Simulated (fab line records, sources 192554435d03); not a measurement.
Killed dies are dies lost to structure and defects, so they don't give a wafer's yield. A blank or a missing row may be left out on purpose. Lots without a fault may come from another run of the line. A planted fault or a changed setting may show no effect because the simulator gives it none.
Chamber matching | flow n5_finfet | N5_DUMMY_REMOVAL_STRIP_10 on rie_diel-03: 4 sister chambers
The step strips in N2/H2, time 40 s. 4 wafers are shown with their chamber, then 8 later ones without.

WAFERS WITH THEIR CHAMBER
wafer  | chamber | showerhead_plenum_p_Torr (Torr)
L084.3 | 2       | 3.50
L086.4 | 0       | 3.57
L086.5 | 3       | 3.36
L090.3 | 1       | 3.38

WAFERS WITHOUT THEIR CHAMBER
wafer  | showerhead_plenum_p_Torr (Torr)
L090.4 | 3.50
L090.6 | 3.38
L096.1 | 3.35
L096.2 | 3.49
L096.5 | 3.35
L097.1 | 3.56
L097.2 | 3.35
L097.4 | 3.38

WHICH CHAMBER EACH WENT THROUGH
wafer  | from the rows above | in truth
L090.4 | 2                   | 2
L090.6 | 1                   | 1
L096.1 | 3                   | 3
L096.2 | 2                   | 2
L096.5 | 3                   | 3
L097.1 | 0                   | 0
L097.2 | 3                   | 3
L097.4 | 1                   | 1
Placed correctly: 8 of 8. Can't be placed from these rows: 0. Placed wrongly: 0.
How it was worked out, from the rows above alone: a wafer's distance from a chamber is the root of the sum, over the readings, of the square of ((its reading less the chamber's mean) divided by the reading's scatter). The wafer belongs to the nearest chamber; if the next one is less than 2 further off, it can't be placed. A chamber's mean is the mean of its shown wafers. The scatter: with one shown wafer a chamber, the root of the mean of the squares of how far each hidden wafer lies from its nearest shown one.
